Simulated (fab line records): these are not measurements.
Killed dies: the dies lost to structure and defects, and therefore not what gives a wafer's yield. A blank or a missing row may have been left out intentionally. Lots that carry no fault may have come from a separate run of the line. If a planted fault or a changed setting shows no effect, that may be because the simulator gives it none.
fab line records    flow n5Finfet
record: lots: 4  wafers: 12  lastDay: 17
route steps=1938 shown PMOS_HMC_CHANNEL_EPI@83 FIN_SAQP@90 FIN_CUT@165 BEOL_M4@1111 PASSIVATION@1936
lots untouched by any fault: they come from a run of this same line in which no faults occurred
startH: the number of hours between the record's first day and the start of the first shown wafer of the lot    waitH: time in hours since the lot's previous step    " as in the row above    L1.1+2: a row that stands for several wafers    - no value, or no start given    * or withheld: withheld    < > ~ a bound
route shown NAME@n: names a module that has steps shown in the file, with the first one's number in the route    usual: mean/standard deviation taken from wafers without a fault    same: alike in all rows    chamber/n: place in a boat    sites: each site's reading    _std_site: their standard deviation    _edge_site: mean of outer sites minus mean of inner sites    radiusMm: for every site, how far away it sits from the centre of the wafer    mask NAME#n: copy n    behind: the tool/chamber that last shaped the wafer    hold: the reason the lot was held/the length of the hold in hours/how it ended    device: the n, p or np transistor that did not switch    end of line: the tests these same wafers got at the end of their route    a step given without rows: its recipe and nothing more    killed: the dies lost at the first sort to structure and to defects; this is not the yield of the wafer    map: a wafer's dies, x killed, . not, _ none there
set.NAME: the setting that was run; set.NAME@STEP: the one run at that earlier step    model.NAME: the simulator's own value behind a step, which no gauge read
lots at selected steps of the route; one table per step, one row per wafer
services: the hour from which a tool's chamber was out of use, counted from the record's first day as startH (under 0 if before that day), plus the number of hours and why
== steps ==
step: N5_PMOS_HMC_CHANNEL_EPI_PRECLEAN_40
recipe: chemistry: DHF  timeS: 30  tempC: 25  dilution: withheld
step: N5_PMOS_HMC_CHANNEL_EPI_PRECLEAN_37
recipe: chemistry: O3/DIW  timeS: 45  tempC: 22  o3Ppm: 10
step: N5_PMOS_HMC_CHANNEL_EPI_PRECLEAN_24
recipe: chemistry: DHF  timeS: 30  tempC: 25  dilution: withheld
step: N5_PMOS_HMC_CHANNEL_EPI_SRD_25
recipe: dry: ipaMarangoni  doPpb: 5  timeS: 30  tempC: 23  rinseLiquid: diw
step: N5_PMOS_HMC_CHANNEL_EPI_EPI_26
recipe: material: Si  targetThkA: 38  tempC: 650  precursor: SiH4/H2  pressureTorr: 20  timeS: 22.7
step: N5_FIN_SAQP_PRECLEAN_42
recipe: chemistry: O3/DIW  timeS: 60  tempC: 22  o3Ppm: 10
step: N5_FIN_SAQP_PRECLEAN_00
recipe: chemistry: SC1  timeS: 60  tempC: 55  mix: 1:2:50
step: N5_FIN_SAQP_PRECLEAN_44
recipe: chemistry: SC2  timeS: 45  tempC: 35  mix: 1:1:50
step: N5_FIN_SAQP_SRD_01
recipe: dry: ipaMarangoni  timeS: 30  tempC: 23  rinseLiquid: diw
step: N5_FIN_SAQP_ALD_61
recipe: material: SiO2  targetThkA: 40  tempC: 300  aldPrecursorFamily: BDEAS  aldCoReactant: O2-plasma  pulseTimeS: 1  purgeTimeS: 2  coReactantPurgeTimeS: 2  aldCycles: 43  pressureTorr: 2
usual: heaterPowerW: 472/55  precursorPulseHeightRel: 1.000/0.021
same: coReactantPurgeTimeS: 2
lot.wafer  tool       chamber  startH  waitH  heaterPowerW  precursorPulseHeightRel
L977.1     aldSin-03  0        50.70   0.0    475           1.014
L977.4     "          3        "       "      367           1.024
L977.6     "          0        "       "      469           0.951
L984.2     aldSin-03  2        92.88   0.3    513           1.003
L984.3     "          1        "       "      465           0.982
L984.6     "          2        "       "      524           0.979
L985.2     aldSin-03  0        100.13  1.6    483           0.990
L985.3     "          3        "       "      362           1.003
L985.6     "          1        "       "      464           1.028
L990.1     aldSin-04  0        129.25  0.0    487           1.023
L990.4     "          3        "       "      447           0.978
L990.5     "          2        "       "      553           0.994
step: N5_FIN_SAQP_DENSIFY_62
recipe: tempC: 700  timeS: 60  ambient: N2  idleTempC: 600  rampUpCPerS: 150  rampDownCPerS: 60  coolToC: 600
step: N5_FIN_SAQP_HM_DEP_03
recipe: material: SiNx  targetThkA: 380  tempC: 400  precursor: SiH4/NH3/N2  pressureTorr: 1.5  rfW: 300  timeS: 33.6
step: N5_FIN_SAQP_PECVD_47
recipe: material: a-Si  targetThkA: 450  tempC: 400  precursor: SiH4/He  pressureTorr: 3  rfW: 100  timeS: 36.3
step: N5_FIN_SAQP_PECVD_48
recipe: material: SiNx  targetThkA: 250  tempC: 400  precursor: SiH4/NH3/N2  pressureTorr: 1.5  rfW: 300  timeS: 22.1
step: N5_FIN_SAQP_PECVD_06
recipe: material: a-Si  targetThkA: 600  tempC: 400  precursor: SiH4/He  pressureTorr: 3  rfW: 100  timeS: 48.1
step: N5_FIN_SAQP_HM_DEP_72
recipe: material: SiO2  targetThkA: 120  tempC: 400  precursor: SiH4/N2O  pressureTorr: 0.75  rfW: 275  timeS: 7.2
step: N5_FIN_SAQP_COAT_49
recipe: resist: SOC  tempC: 250  timeS: 60  spinRpm: 1500  resistThkNm: 100
step: N5_FIN_SAQP_COAT_50
recipe: resist: SiARC  tempC: 220  timeS: 60  spinRpm: 1500  resistThkNm: 35
step: N5_FIN_SAQP_COAT_10
recipe: resist: CAR-ArF  spinRpm: 1500  resistThkNm: 90
step: N5_FIN_SAQP_EBR_12
recipe: solvent: PGMEA  ebrWidthMm: 1.5
step: N5_FIN_SAQP_SOFTBAKE_11
recipe: tempC: 110  timeS: 60  resist: CAR-ArF
step: N5_FIN_SAQP_EXPOSE_13
recipe: maskId: FIN_CORE  na: 1.35  sourceShape: dipole  sigmaInner: 0.538  sigmaOuter: 0.738  polarization: te  targetCdNm: 35.6  doseMj: 63.25
step: N5_FIN_SAQP_PEB_14
recipe: pebTempC: withheld  pebTimeS: 60  resist: CAR-ArF
step: N5_FIN_SAQP_DEVELOP_15
recipe: developTimeS: 30  developer: TMAH  resist: CAR-ArF  devTempC: 23  rinseLiquid: diw  dry: airSpin
step: N5_FIN_SAQP_INSPECT_18
recipe: mode: adi  inspectInstrument: brightfield
usual: rawDefectCount: 422/110
lot.wafer  tool              chamber  startH  waitH  rawDefectCount
L977.1     defectInspect-02  -        51.96   0.0    537
L977.4     "                 -        "       "      375
L977.6     "                 -        "       "      661
L984.2     defectInspect-02  -        94.14   0.0    388
L984.3     "                 -        "       "      718
L984.6     "                 -        "       "      454
L985.2     defectInspect-01  -        101.38  0.0    461
L985.3     "                 -        "       "      315
L985.6     "                 -        "       "      735
L990.1     defectInspect-02  -        130.38  0.0    525
L990.4     "                 -        "       "      491
L990.5     "                 -        "       "      763
step: N5_FIN_SAQP_DESCUM_21
recipe: chemistry: O2  timeS: 7.9  sourcePowerW: 50  biasPowerW: 20  pressureMtorr: 20  rfFrequencyHz: 2.712e+07  tempC: 40  resist: CAR-ArF  o2FlowSccm: 225
step: N5_FIN_SAQP_ETCH_51
recipe: chemistry: CF4  target: SiARC  targetDepthA: 455  maskMaterial: CAR-ArF  timeS: 75.8  ionEnergyEv: 80  pressureMtorr: 40  sourceW: 545  biasW: 36  Ar_flow_sccm: 100  cf4FlowSccm: 100  ends: cleared
step: N5_FIN_SAQP_ETCH_52
recipe: chemistry: N2/H2  target: SOC  targetDepthA: 1000  overetchA: 200  maskMaterial: SiARC  tempC: 40  timeS: 150  ionEnergyEv: 200  pressureMtorr: 30  sourceW: 840  biasW: 150  n2FlowSccm: 200  h2FlowSccm: 200  ends: endPoint
step: N5_FIN_SAQP_STRIP_53
recipe: chemistry: N2/H2  tempC: 40  n2FlowSccm: 200  h2FlowSccm: 200  rfFrequencyHz: 6e+07
step: N5_FIN_SAQP_HM_OPEN_73
recipe: chemistry: CHF3/O2  target: SiO2  stopOn: a-Si  targetDepthA: 120  overEtchFrac: 1.8  maskMaterial: SOC  timeS: 16.8  pressureMtorr: 30  sourceW: 650  biasW: 170  Ar_flow_sccm: 200  CHF3_flow_sccm: 50  O2_flow_sccm: 5  ionEnergyEv: 200  ends: endPoint
step: N5_FIN_SAQP_STRIP_74
recipe: chemistry: CHF3/O2  resist: SiARC  rfFrequencyHz: 6e+07
step: N5_FIN_SAQP_MANDREL_ETCH_22
recipe: targetDepthA: 600  chemistry: HBr/Cl2  target: a-Si  stopOn: SiNx  btTimeS: 10  overEtchFrac: 0.5  timeS: 30  pressureMtorr: 10  icpW: 800  biasW: 75  HBr_flow_sccm: 150  Cl2_flow_sccm: 80  ends: endPoint
step: N5_FIN_SAQP_STRIP_55
recipe: chemistry: N2/H2  powerW: 500  tempC: 40  pressureMtorr: 50  rfFrequencyHz: 6e+07  overashFraction: 0.3  biasPowerW: 28  h2Frac: 0.5  n2FlowSccm: 300  h2FlowSccm: 300
step: N5_FIN_SAQP_STRIP_23
recipe: chemistry: SPM  timeS: 750  tempC: 130  h2so4H2o2VolRatio: 4
step: N5_FIN_SAQP_SRD_66
recipe: dry: ipaMarangoni  timeS: 30  tempC: 23  rinseLiquid: diw
step: N5_FIN_SAQP_INSPECT_40
recipe: inspectInstrument: brightfield  mode: aei
usual: rawDefectCount: 221/73
lot.wafer  tool              chamber  startH  waitH  rawDefectCount
L977.1     defectInspect-01  -        57.13   0.0    339
L977.4     "                 -        "       "      213
L977.6     "                 -        "       "      301
L984.2     defectInspect-02  -        100.85  0.0    240
L984.3     "                 -        "       "      569
L984.6     "                 -        "       "      228
L985.2     defectInspect-02  -        105.59  0.0    239
L985.3     "                 -        "       "      179
L985.6     "                 -        "       "      580
L990.1     defectInspect-01  -        134.90  0.0    182
L990.4     "                 -        "       "      142
L990.5     "                 -        "       "      275
step: N5_FIN_CUT_INSPECT_10
recipe: mode: adi  inspectInstrument: brightfield
usual: rawDefectCount: 42/14
lot.wafer  tool              chamber  startH  waitH  rawDefectCount
L977.1     defectInspect-01  -        57.65   0.1    55
L977.4     "                 -        "       "      35
L977.6     "                 -        "       "      52
L984.2     defectInspect-02  -        101.37  0.0    41
L984.3     "                 -        "       "      419
L984.6     "                 -        "       "      47
L985.2     defectInspect-01  -        105.98  0.0    33
L985.3     "                 -        "       "      22
L985.6     "                 -        "       "      422
L990.1     defectInspect-02  -        135.42  0.1    39
L990.4     "                 -        "       "      23
L990.5     "                 -        "       "      49
step: N5_FIN_CUT_INSPECT_17
recipe: inspectInstrument: brightfield  mode: aei
usual: rawDefectCount: 223/78
lot.wafer  tool              chamber  startH  waitH  rawDefectCount
L977.1     defectInspect-01  -        58.67   0.0    328
L977.4     "                 -        "       "      220
L977.6     "                 -        "       "      277
L984.2     defectInspect-02  -        102.36  0.0    278
L984.3     "                 -        "       "      578
L984.6     "                 -        "       "      235
L985.2     defectInspect-02  -        106.94  0.0    250
L985.3     "                 -        "       "      188
L985.6     "                 -        "       "      579
L990.1     defectInspect-02  -        136.38  0.0    255
L990.4     "                 -        "       "      181
L990.5     "                 -        "       "      352
step: N5_BEOL_M4_RC_MEAS_101
usual: DIBL_N: 36.0/2.2  DIBL_P: 36.2/2.4  IOFF_N: 0.16/0.035  IOFF_P: 0.21/0.037  ION_N: 672/13  ION_P: 461/7  SS_N: 71.4/0.69  SS_P: 73.2/0.75  VT_N: 250/3.4  VT_P: -251/3
lot.wafer  tool       chamber  startH  waitH  DIBL_N[mV/V]  DIBL_P[mV/V]  IOFF_N[nA/um]  IOFF_P[nA/um]  ION_N[uA/um]  ION_P[uA/um]  SS_N[mV/dec]  SS_P[mV/dec]  VT_N[mV]  VT_P[mV]
L977.1     prober-02  0        236.73  0.0    33.1          33.9          0.11           0.17           653           452           70.3          72.8          258       -255
L977.4     "          0        "       "      36.9          37.4          0.19           0.23           678           466           72.1          73.7          248       -249
L977.6     "          0        "       "      37.6          38.0          0.20           0.24           668           458           72.4          74.2          249       -250
L985.2     prober-01  0        271.02  0.2    37.4          37.4          0.19           0.24           672           462           71.8          73.5          248       -250
L985.3     "          0        "       "      37.3          37.3          0.18           0.22           676           462           71.7          73.2          249       -249
L985.6     "          0        "       "      35.7          35.6          0.15           0.20           665           455           71.8          73.0          250       -251
L984.2     prober-02  0        271.29  0.2    37.4          36.5          0.17           0.20           677           461           70.9          73.8          249       -253
L984.3     "          0        "       "      36.3          35.0          0.14           0.18           668           459           71.7          72.9          252       -254
L984.6     "          0        "       "      37.8          37.1          0.17           0.21           687           464           71.2          73.6          248       -250
L990.1     prober-01  0        304.60  0.0    34.6          33.0          0.12           0.17           667           457           70.9          73.0          254       -252
L990.4     "          0        "       "      38.7          38.7          0.21           0.26           688           470           71.4          74.3          244       -249
L990.5     "          0        "       "      36.1          36.4          0.15           0.22           680           468           70.7          73.1          249       -249
step: N5_PASSIVATION_PROBE_49
usual: defectLimitedYield: 91.2/1.4  killed_at_M0_to_M3: 34/9.4  killed_at_M4_up: 14/5.6  killedAtContacts: 13/7.8  killedAtFrontEnd: 37/10  killedAtOther: 4/3.3  killedDies: 103/17  killedOnRim: 14/3.5  killedOpen: 68/13  killedShort: 33/8.2  sort_bin_5_function: 5.1/0.92  sort_bin_6_memory: 3.3/0.71  sortNPass: 1077/17  sortYieldPct: 91.2/1.4
same: grossDies: 1180  killedAtBackSide: 0  sort_bin_4_leakage[%]: 0  sort_bin_8_speed[%]: 0
lot.wafer  tool       chamber  startH  waitH  defectLimitedYield[%]  killed_at_M0_to_M3  killed_at_M4_up  killedAtContacts  killedAtFrontEnd  killedAtOther  killedDies  killedOnRim  killedOpen  killedShort  sort_bin_5_function[%]  sort_bin_6_memory[%]  sortNPass  sortYieldPct[%]
L984.2     prober-01  -        381.64  0.1    90.8                   35                  10               21                40                2              108         17           74          34           5.8                     3.0                   1072       90.8
L984.3     prober-01  -        381.69  0.1    86.9                   18                  9                10                112               5              154         23           38          16           9.2                     2.5                   1026       86.9
L985.6     prober-02  -        383.20  0.3    83.1                   36                  3                19                135               6              199         27           62          35           10.2                    4.2                   981        83.1
L990.1     prober-02  -        412.84  0.0    91.7                   40                  9                11                34                4              98          16           55          35           3.9                     3.6                   1082       91.7
L990.4     prober-02  -        412.99  0.2    93.2                   32                  14               7                 22                5              80          15           51          28           4.1                     2.4                   1100       93.2
killed by level:class
L984.2 MOL_CONTACT_COAG:geometricParticle:open=17 STI_FIN_REVEAL:geometricParticle:open=11 BEOL_M1:geometricParticle:open=9 BEOL_M3:geometricParticle:open=8 BEOL_M0_SAQP:geometricParticle:short=5 FIN_SAQP:geometricParticle:open=4 FIN_SAQP:geometricParticle:short=4 MOL_CONTACT_COAG:geometricParticle:short=4
L984.3 FIN_SAQP:unspecified=95 MOL_CONTACT_COAG:geometricParticle:open=9 BEOL_M3:geometricParticle:open=7 FIN_SAQP:geometricParticle:open=3 BEOL_M0_SAQP:geometricParticle:short=3 HKMG_FIN:areaEtch=3 FIN_SAQP:geometricParticle:short=2 STI_FIN_REVEAL:geometricParticle:open=2
L985.6 FIN_SAQP:unspecified=101 MOL_CONTACT_COAG:geometricParticle:open=13 STI_FIN_REVEAL:geometricParticle:open=10 BEOL_M0:geometricParticle:short=9 BEOL_M3:geometricParticle:open=8 FIN_SAQP:geometricParticle:open=7 BEOL_M2:geometricParticle:open=7 MOL_CONTACT_COAG:geometricParticle:short=6
L990.1 BEOL_M0_SAQP:geometricParticle:short=13 BEOL_M0_SAQP:geometricParticle:open=12 MOL_CONTACT_COAG:geometricParticle:open=10 HKMG_FIN:areaEtch=8 BEOL_M4:geometricParticle:open=6 STI_FIN_REVEAL:geometricParticle:open=5 FIN_SAQP:geometricParticle:open=4 ILD0:geometricParticle:open=3
L990.4 BEOL_M0_SAQP:geometricParticle:open=11 BEOL_M0_SAQP:geometricParticle:short=9 BEOL_M4:geometricParticle:open=8 MOL_CONTACT_COAG:geometricParticle:open=7 BEOL_M3:geometricParticle:open=7 FIN_SAQP:geometricParticle:short=4 PASS1_CAP:geometricParticle:short=4 STARTING-WAFER:geometricParticle:open=4
map L984.3 (x killed, . not)
_________________........x...________________
______________........x........._____________
___________.........x............x.__________
__________x.x......................._________
________x.xx.xxx......................_______
_______xxxxxx...x...x....x.....x....x..______
______xxxxxxxx..............x..........._____
_____xxxxxxxxx.x.x.......................____
____xxxxxxxxx.x.........x.............x..x___
___xxxxxxxxxxxxxx......x...................__
___xxxxxxxxxxxx............................__
__x...xxxxxxxxx............................._
__.x.xxxxxxx.x.x........................x..._
_.x..xxxxxxx.x.x........x....................
_x.......xx.xx............x..................
_...........xx.....x.........................
_...x.x......................x...............
_............................................
_......x....................x...............x
_..............x..x...................x......
_...x......x.........x.......................
__.....xx..................................._
__...................x......................_
___..................x.....................__
___...............x......x.................__
____.......................x..............___
_____...............x.................x..____
______..xx.............................._____
_______..........x.........x..........x______
________.............................._______
__________....................x....._________
___________..x.............x.......__________
______________.........x........_____________
_________________............________________
map L985.6 (x killed, . not)
_________________..........x.________________
______________...x.......x.....x_____________
___________x.......xx...x..x.x.....__________
__________...x......................_________
________.x.....x.......x......x....x.._______
_______xxx................x...xx..x....______
______xx.xxxx.x.............x......x...._____
_____xxxxxxxxx......x.x.x.........xx.....____
____xxxxxxxxxxxx........................x.___
___xxxxxxxxxxxx...x........................__
___xxxxxxxxxxxx.......................x....__
__.xxxxxxxxxxxx............................._
__xx.xxxxxxx......x......x..x..............x_
_....xxxxxxx....x.x..................x.......
_...xxxxxxxxx...x............x....xx.......x.
_..x.....x..x.....................xx.........
_........x.x......x...x..........x...........
_x.x.....x......x........x..........x.....x..
_x.......................x........x......x.x.
_.........x.....xxx...........x.....xxx......
_.x..x.....x.........xx.......x.......x......
__....x.......x...x........x................_
__x................xxx.....x................_
___.x.................x..x.........x.......__
___.........x..............................__
____.x..x.x..x......x..x..................___
_____...x...x..........x.................____
______....................x............._____
_______................................______
________.............................._______
__________....x....................._________
___________..........x.......x.....__________
______________.................._____________
_________________..x.........________________
== services ==
tool       chamber  startH  hours  kind
aldSin-03  0        73.62   5.7    repair
aldSin-03  -        80.68   6.1    pm
aldSin-03  -        108.58  0.9    repair
aldSin-03  -        119.99  2.8    pm
== key ==
firstSign: step: N5_FIN_SAQP_INSPECT_18  reading: rawDefectCount  direction: up  sigmas: 2.7  usual: 422  struck: 726
effect: step: N5_FIN_SAQP_INSPECT_40  reading: rawDefectCount  direction: up  sigmas: 4.8  usual: 221  struck: 574
effect: step: N5_FIN_CUT_INSPECT_10  reading: rawDefectCount  direction: up  sigmas: 27  usual: 42  struck: 420
effect: step: N5_FIN_CUT_INSPECT_17  reading: rawDefectCount  direction: up  sigmas: 4.6  usual: 223  struck: 578
effect: step: N5_PASSIVATION_PROBE_49  reading: killedAtFrontEnd  direction: up  sigmas: 8.3  usual: 37  struck: 124
moreKillsBornAt: N5_FIN_SAQP_ALD_61@aldSin-03: 196
metAt N5_FIN_SAQP_ALD_61
struckWafers L984.3,L985.6
fault: kind: chamberParticleSource  tool: aldSin-03  chamber: 1  onsetH: 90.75  steps: N5_FIN_SAQP_ALD_61  ratePerVisitCm2: 0.63918  endH: 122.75
